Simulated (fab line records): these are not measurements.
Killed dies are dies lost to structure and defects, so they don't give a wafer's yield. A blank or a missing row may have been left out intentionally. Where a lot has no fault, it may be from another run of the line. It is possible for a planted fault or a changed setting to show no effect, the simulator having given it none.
fab line records	flow nandHarc
record: lots: 11	wafers: 33	lastDay: 32
route steps=1302 shown A_BLC@1119 A_M0@1144 END@1302
lots untouched by any fault: they come from a run of this same line in which no faults occurred
startH: hours from the record's opening day to when the first of the lot's shown wafers began	waitH: hours from the lot's prior step to this one	" same as the row above	L1.1+2: several wafers, shown together as one row	- no value, or no start given	* or withheld: withheld	< > ~ a bound
route shown NAME@n: NAME is a module with steps in the file, n the number in the route of the first one	usual: the fault-free wafers' mean and standard deviation	same: alike in all rows	chamber/n: place in a boat	sites: the reading at each site	_std_site: their standard deviation	_edge_site: mean of outer sites minus mean of inner sites	radiusMm: how far each site lies from the wafer's centre	mask NAME#n: copy n	behind: the last tool/chamber to shape the wafer	hold: cause of the lot's hold/its duration in hours/its outcome	device: names the non-switching transistor (n, p or np)	end of line: the tests these same wafers got at the end of their route	a step given without rows: its recipe and nothing more	killed: the dies lost at the first sort to structure and to defects; this is not the yield of the wafer	map: per-die view of a wafer (x killed, . not killed, _ where there is no die)
set.NAME: the setting the step ran with; set.NAME@STEP: the setting that earlier step ran with	model.NAME: the simulator's own value behind a step, which no gauge read
route steps across a sampled set of lots; one table per step, one row per wafer
services: from which hour (startH, from the record's first day; less than 0 if before it) a tool's chamber was out of use, for how many hours, and why
== steps ==
step: NHARC_A_BLC_INSPECT_12
usual: rawDefectCount: 81/40
lot.wafer	tool	chamber	startH	waitH	rawDefectCount
L645.2	defectInspect-02	-	523.84	0.0	26
L645.3	"	-	"	"	14
L645.6	"	-	"	"	20
L646.4	defectInspect-01	-	548.30	0.0	109
L646.5	"	-	"	"	107
L646.6	"	-	"	"	101
L647.3	defectInspect-01	-	549.01	0.0	21
L647.4	"	-	"	"	17
L647.6	"	-	"	"	24
L648.1	defectInspect-02	-	561.27	0.0	66
L648.4	"	-	"	"	70
L648.5	"	-	"	"	82
L654.3	defectInspect-02	-	629.23	0.0	155
L654.4	"	-	"	"	129
L654.6	"	-	"	"	153
L655.4	defectInspect-01	-	632.75	0.0	93
L655.5	"	-	"	"	99
L655.6	"	-	"	"	91
L656.1	defectInspect-01	-	634.52	0.0	89
L656.3	"	-	"	"	96
L656.4	"	-	"	"	78
L657.2	defectInspect-01	-	651.66	0.0	69
L657.4	"	-	"	"	79
L657.5	"	-	"	"	62
L662.1	defectInspect-02	-	703.48	0.0	96
L662.3	"	-	"	"	114
L662.5	"	-	"	"	114
L664.2	defectInspect-01	-	727.31	0.0	86
L664.4	"	-	"	"	78
L664.5	"	-	"	"	71
L666.2	defectInspect-02	-	733.86	0.0	41
L666.3	"	-	"	"	44
L666.4	"	-	"	"	50
step: NHARC_A_M0_EXPOSE_06
recipe: na: 1.35	targetCdNm: 80	doseMj: 83.25	maskId: A_M0
usual: exposureDoseMJCm2: 83.25/0.075
lot.wafer	tool	chamber	startH	waitH	mask	exposureDoseMJCm2
L645.2	arfiScanner-01	0	527.60	-	A_M0#0	83.26
L645.3	"	0	"	"	A_M0#0	83.22
L645.6	"	0	"	"	A_M0#0	83.20
L646.4	arfiScanner-02	0	552.10	-	A_M0#0	83.28
L646.5	"	0	"	"	A_M0#0	83.20
L646.6	"	0	"	"	A_M0#0	83.16
L647.3	arfiScanner-02	0	552.75	-	A_M0#0	83.31
L647.4	"	0	"	"	A_M0#0	83.18
L647.6	"	0	"	"	A_M0#0	83.28
L648.1	arfiScanner-03	0	565.30	-	A_M0#0	83.18
L648.4	"	0	"	"	A_M0#0	83.31
L648.5	"	0	"	"	A_M0#0	83.20
L654.3	arfiScanner-02	0	633.45	-	A_M0#0	106.13
L654.4	"	0	"	"	A_M0#0	106.22
L654.6	"	0	"	"	A_M0#0	106.20
L655.4	arfiScanner-02	0	636.40	-	A_M0#0	101.66
L655.5	"	0	"	"	A_M0#0	101.56
L655.6	"	0	"	"	A_M0#0	101.76
L656.1	arfiScanner-02	0	638.74	-	A_M0#0	97.92
L656.3	"	0	"	"	A_M0#0	97.84
L656.4	"	0	"	"	A_M0#0	97.86
L657.2	arfiScanner-02	0	655.29	-	A_M0#0	97.77
L657.4	"	0	"	"	A_M0#0	97.93
L657.5	"	0	"	"	A_M0#0	97.78
L662.1	arfiScanner-03	0	707.59	-	A_M0#0	83.18
L662.3	"	0	"	"	A_M0#0	83.16
L662.5	"	0	"	"	A_M0#0	83.16
L664.2	arfiScanner-01	0	731.26	-	A_M0#0	83.42
L664.4	"	0	"	"	A_M0#0	83.29
L664.5	"	0	"	"	A_M0#0	83.33
L666.2	arfiScanner-01	0	737.83	-	A_M0#0	83.33
L666.3	"	0	"	"	A_M0#0	83.24
L666.4	"	0	"	"	A_M0#0	83.30
step: NHARC_A_M0_CD_MEAS_09
recipe: targetCdNm: 80	landingEnergyEv: 500
usual: cdNm: 80.0/0.57
lot.wafer	tool	chamber	startH	waitH	cdNm
L645.2	cdSem-01	0	527.73	-	80.2
L645.3	"	0	"	"	80.1
L645.6	"	0	"	"	79.8
L646.4	cdSem-01	0	552.23	-	79.1
L646.5	"	0	"	"	80.0
L646.6	"	0	"	"	78.8
L647.3	cdSem-03	0	552.88	-	79.8
L647.4	"	0	"	"	80.0
L647.6	"	0	"	"	79.2
L648.1	cdSem-02	0	565.44	-	81.3
L648.4	"	0	"	"	80.2
L648.5	"	0	"	"	81.5
L654.3	cdSem-01	0	633.58	-	95.8
L654.4	"	0	"	"	96.1
L654.6	"	0	"	"	95.8
L655.4	cdSem-01	0	636.54	-	93.2
L655.5	"	0	"	"	92.8
L655.6	"	0	"	"	93.2
L656.1	cdSem-03	0	638.88	-	89.8
L656.3	"	0	"	"	90.3
L656.4	"	0	"	"	89.7
L657.2	cdSem-02	0	655.43	-	91.5
L657.4	"	0	"	"	91.3
L657.5	"	0	"	"	91.3
L662.1	cdSem-01	0	707.73	-	80.4
L662.3	"	0	"	"	81.0
L662.5	"	0	"	"	80.1
L664.2	cdSem-02	0	731.40	-	79.8
L664.4	"	0	"	"	79.5
L664.5	"	0	"	"	79.9
L666.2	cdSem-03	0	737.97	-	79.7
L666.3	"	0	"	"	79.0
L666.4	"	0	"	"	79.8
step: NHARC_A_M0_DESCUM_14
recipe: timeS: 3	o2FlowSccm: 200	arFlowSccm: 0	biasPowerW: 0	chemistry: O2
usual: drypumpMotorCurrentA: 5.6/0.41	o2FlowSccm: 200.0/0.59	oesProductAu: 1.003/0.01	rfVppV: 57.9/0.87	showerheadPlenumPTorr: 1.91/0.072	throttleValvePct: 11.310/0.0092
lot.wafer	tool	chamber	startH	waitH	drypumpMotorCurrentA	o2FlowSccm	oesProductAu	rfHoursCounterH	rfVppV	showerheadPlenumPTorr	throttleValvePct
L645.3	rieDiel-10	3	527.92	0.1	6.0	201.4	0.991	5.4	57.1	2.01	11.315
L645.2	"	1	"	"	5.2	200.0	0.988	5.7	56.9	1.87	11.324
L645.6	"	3	"	"	6.0	200.5	0.991	-	57.5	2.01	11.309
L646.4	rieDiel-10	2	552.42	0.1	5.4	200.2	1.009	7.8	57.5	2.01	11.320
L646.5	"	0	"	"	5.4	200.3	0.996	-	57.8	1.79	11.319
L646.6	"	1	"	"	5.2	200.4	0.996	-	58.0	1.87	11.312
L647.3	rieDiel-04	2	553.06	0.1	6.3	200.5	0.991	0.5	60.0	1.99	11.319
L647.4	"	3	"	"	5.9	200.1	0.986	0.5	58.1	1.90	11.310
L647.6	"	2	"	"	6.3	201.3	0.998	-	56.9	1.99	11.314
L648.1	rieDiel-10	3	565.63	0.1	6.0	200.0	0.998	8.9	58.1	2.01	11.314
L648.4	"	0	"	"	5.4	200.1	0.997	8.5	58.5	1.79	11.325
L648.5	"	0	"	"	5.4	199.3	1.002	-	56.6	1.79	11.311
L654.4	rieDiel-12	0	633.76	0.1	5.2	199.7	1.021	0	59.3	1.98	11.302
L654.3	"	1	"	"	6.0	199.5	1.031	0	58.6	1.93	11.303
L654.6	"	0	"	"	5.2	199.3	1.027	-	57.5	1.98	11.304
L655.4	rieDiel-10	3	636.72	0.1	6.0	201.0	1.012	1.3	58.1	2.01	11.306
L655.6	"	2	"	"	5.4	199.7	1.005	-	58.9	2.01	11.321
L655.5	"	3	"	"	6.0	200.1	1.005	-	56.6	2.01	11.320
L656.3	rieDiel-04	2	639.08	0.1	6.3	199.6	0.979	5.0	58.0	1.99	11.304
L656.1	"	3	"	"	5.9	200.5	0.985	6.2	57.5	1.90	11.304
L656.4	"	0	"	"	5.9	199.3	0.994	6.6	56.9	1.88	11.317
L657.4	rieDiel-04	3	655.61	0.1	5.9	199.2	0.995	6.8	56.9	1.90	11.324
L657.2	"	0	"	"	5.9	200.2	0.998	7.8	57.7	1.88	11.302
L657.5	"	0	"	"	6.0	201.2	1.000	-	58.0	1.88	11.307
L662.1	rieDiel-12	2	707.92	0.1	5.3	200.3	1.007	1.7	57.8	1.85	11.291
L662.3	"	0	"	"	5.2	200.6	1.014	2.8	57.6	1.98	11.313
L662.5	"	2	"	"	5.3	200.8	1.011	-	57.0	1.85	11.317
L664.4	rieDiel-04	3	731.58	0.1	5.9	198.8	1.005	1.0	57.1	1.90	11.303
L664.2	"	2	"	"	6.3	200.1	0.997	1.0	57.4	1.99	11.299
L664.5	"	3	"	"	5.9	200.2	1.004	-	56.9	1.90	11.281
L666.4	rieDiel-10	0	738.16	0.1	5.4	200.1	0.999	8.6	57.9	1.79	11.312
L666.2	"	2	"	"	5.4	199.1	1.007	7.0	57.1	2.01	11.320
L666.3	"	3	"	"	6.0	198.8	0.997	9.2	56.6	2.01	11.314
step: NHARC_A_M0_CD_MEAS_16
usual: cdNm: 80.0/0.85
lot.wafer	tool	chamber	startH	waitH	cdNm
L645.2	cdSem-03	-	528.22	-	79.7
L645.3	"	-	"	"	79.7
L645.6	"	-	"	"	79.8
L646.4	cdSem-03	-	552.71	-	78.4
L646.5	"	-	"	"	79.7
L646.6	"	-	"	"	78.9
L647.3	cdSem-03	-	553.37	-	79.1
L647.4	"	-	"	"	79.4
L647.6	"	-	"	"	78.2
L648.1	cdSem-01	-	565.93	-	81.0
L648.4	"	-	"	"	80.5
L648.5	"	-	"	"	81.6
L654.3	cdSem-02	-	634.07	-	95.6
L654.4	"	-	"	"	95.9
L654.6	"	-	"	"	95.5
L655.4	cdSem-01	-	637.02	-	92.1
L655.5	"	-	"	"	92.6
L655.6	"	-	"	"	91.9
L656.1	cdSem-03	-	639.38	-	89.8
L656.3	"	-	"	"	90.2
L656.4	"	-	"	"	89.7
L657.2	cdSem-02	-	655.92	-	92.2
L657.4	"	-	"	"	91.1
L657.5	"	-	"	"	91.0
L662.1	cdSem-01	-	708.22	-	79.9
L662.3	"	-	"	"	80.9
L662.5	"	-	"	"	79.7
L664.2	cdSem-01	-	731.89	-	79.9
L664.4	"	-	"	"	80.1
L664.5	"	-	"	"	79.4
L666.2	cdSem-02	-	738.46	-	79.1
L666.3	"	-	"	"	78.7
L666.4	"	-	"	"	78.9
step: NHARC_A_M0_PRE_CLEAN_29
recipe: timeS: 30	tempC: 280	gas: H2/He
usual: heaterPowerW: 398/32
lot.wafer	tool	chamber	startH	waitH	heaterPowerW
L645.2	pvdSputter-01	-	-	-	391
L645.3	"	-	"	"	415
L645.6	"	-	"	"	394
L646.4	pvdSputter-03	-	-	-	442
L646.5	"	-	"	"	429
L646.6	"	-	"	"	438
L647.3	pvdSputter-02	-	-	-	351
L647.4	"	-	"	"	401
L647.6	"	-	"	"	441
L648.1	pvdSputter-01	-	-	-	423
L648.4	"	-	"	"	390
L648.5	"	-	"	"	420
L654.3	pvdSputter-03	-	-	-	433
L654.4	"	-	"	"	435
L654.6	"	-	"	"	379
L655.4	pvdSputter-01	-	-	-	336
L655.5	"	-	"	"	347
L655.6	"	-	"	"	410
L656.4	pvdSputter-01	-	-	-	404
L656.3	"	-	"	"	407
L656.1	"	-	"	"	381
L657.2	pvdSputter-01	-	-	-	407
L657.4	"	-	"	"	405
L657.5	"	-	"	"	415
L662.3	pvdSputter-02	-	-	-	423
L662.1	"	-	"	"	426
L662.5	"	-	"	"	423
L664.4	pvdSputter-03	-	-	-	423
L664.2	"	-	"	"	431
L664.5	"	-	"	"	414
L666.3	pvdSputter-01	-	-	-	404
L666.4	"	-	"	"	377
L666.2	"	-	"	"	343
step: NHARC_END_SORT_01
recipe: tempC: 25
usual: defectLimitedYield: 91/3.4	killedAtArray: 55/23	killedAtOther: 1.0/1.2	killedAtPeriphery: 3.2/2.7	killedDies: 59/23	killedOpen: 3.1/1.6	killedShort: 2.2/1.5
same: grossDies: 677
lot.wafer	tool	chamber	startH	waitH	defectLimitedYield[%]	killedAtArray	killedAtOther	killedAtPeriphery	killedDies	killedOpen	killedShort
L656.1	prober-01	0	681.13	2.5	91	54	1	3	58	3	2
L656.3	prober-01	0	682.74	3.1	92	53	0	2	55	3	2
L656.4	prober-01	0	683.55	3.4	93	44	2	1	47	0	1
killed by level:class
L656.1 A_SLIT:chamberFilmFlake=31 A_CHANNEL_HOLE_D1:chamberFilmFlake=10 A_STAIRCASE:chamberFilmFlake=4 A_CONTACT:chamberFilmFlake=4 P_M0:geometricParticle:open=1 A_DECK1_JOINT:geometricParticle:short=1 A_ONON_D2:geometricParticle:short=1 A_WL_FILL:geometricParticle:open=1
L656.3 A_SLIT:chamberFilmFlake=32 A_STAIRCASE:chamberFilmFlake=6 A_CONTACT:chamberFilmFlake=6 A_CHANNEL_HOLE_D1:chamberFilmFlake=5 P_GATE:geometricParticle:short=1 P_M2:geometricParticle:open=1 A_DECK1_JOINT:geometricParticle:short=1 A_CHANNEL_FILL_D2:geometricParticle:open=1
L656.4 A_SLIT:chamberFilmFlake=24 A_CHANNEL_HOLE_D1:chamberFilmFlake=10 A_CONTACT:chamberFilmFlake=4 A_CHANNEL_FILL_D1:chamberFilmFlake=2 A_STAIRCASE:chamberFilmFlake=2 A_WL_FILL:geometricParticle:short=1 P_CONTACT:chamberFilmFlake=1 A_CHANNEL_HOLE_D2:chamberFilmFlake=1
== services ==
tool	chamber	startH	hours	kind
rieDiel-10	2	504.28	4.7	repair
arfiScanner-02	-	508.65	2.1	repair
rieDiel-10	-	512.27	0.4	repair
pvdSputter-03	-	526.00	10.0	pm
rieDiel-04	-	531.95	9.0	pm
pvdSputter-01	-	533.44	1.6	repair
arfiScanner-03	-	540.00	4.0	pm
arfiScanner-03	-	550.44	2.9	repair
arfiScanner-02	-	554.19	1.2	repair
rieDiel-12	0	559.66	18.4	repair
arfiScanner-01	-	559.82	0.5	repair
pvdSputter-01	-	582.00	10.0	pm
arfiScanner-01	-	596.00	4.0	pm
rieDiel-10	-	596.50	9.0	pm
arfiScanner-01	-	611.35	2.1	repair
arfiScanner-02	-	614.21	7.6	repair
rieDiel-10	1	615.14	6.6	repair
rieDiel-04	1	628.80	5.8	repair
arfiScanner-02	-	656.00	4.0	pm
rieDiel-10	1	657.80	6.8	repair
rieDiel-10	2	660.25	1.7	repair
pvdSputter-03	-	704.00	10.0	pm
rieDiel-04	-	708.95	9.0	pm
pvdSputter-01	-	724.19	2.4	repair
== key ==
firstSign: step: NHARC_A_M0_EXPOSE_06	reading: exposureDoseMJCm2	direction: up	sigmas: 99+	usual: 83.25	struck: 100.89
effect: step: NHARC_A_M0_CD_MEAS_09	reading: cdNm	direction: up	sigmas: 22	usual: 80.0	struck: 92.6	through: controlLoop
effect: step: NHARC_A_M0_CD_MEAS_16	reading: cdNm	direction: up	sigmas: 15	usual: 80.0	struck: 92.3	through: controlLoop
metAt NHARC_A_M0_EXPOSE_06
struckLots L654,L655,L656,L657
loopTrim: step: NHARC_A_M0_EXPOSE_06	setting: dose	lots: L655,L656,L657
notActingAt NHARC_A_BLC_INSPECT_12,NHARC_A_M0_DESCUM_14,NHARC_A_M0_PRE_CLEAN_29
onsetBetween 552.75 633.45
fault: kind: processParameterDrift	tool: arfiScanner-02	chamber: -	onsetH: 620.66	steps: NHARC_A_M0_EXPOSE_06	channel: doseMj	offset: 22.922	shape: step	actsIn: theseRecipesOnly	stated: 83.25
loopTrim: a control loop set the setting to another value than it would have without faults
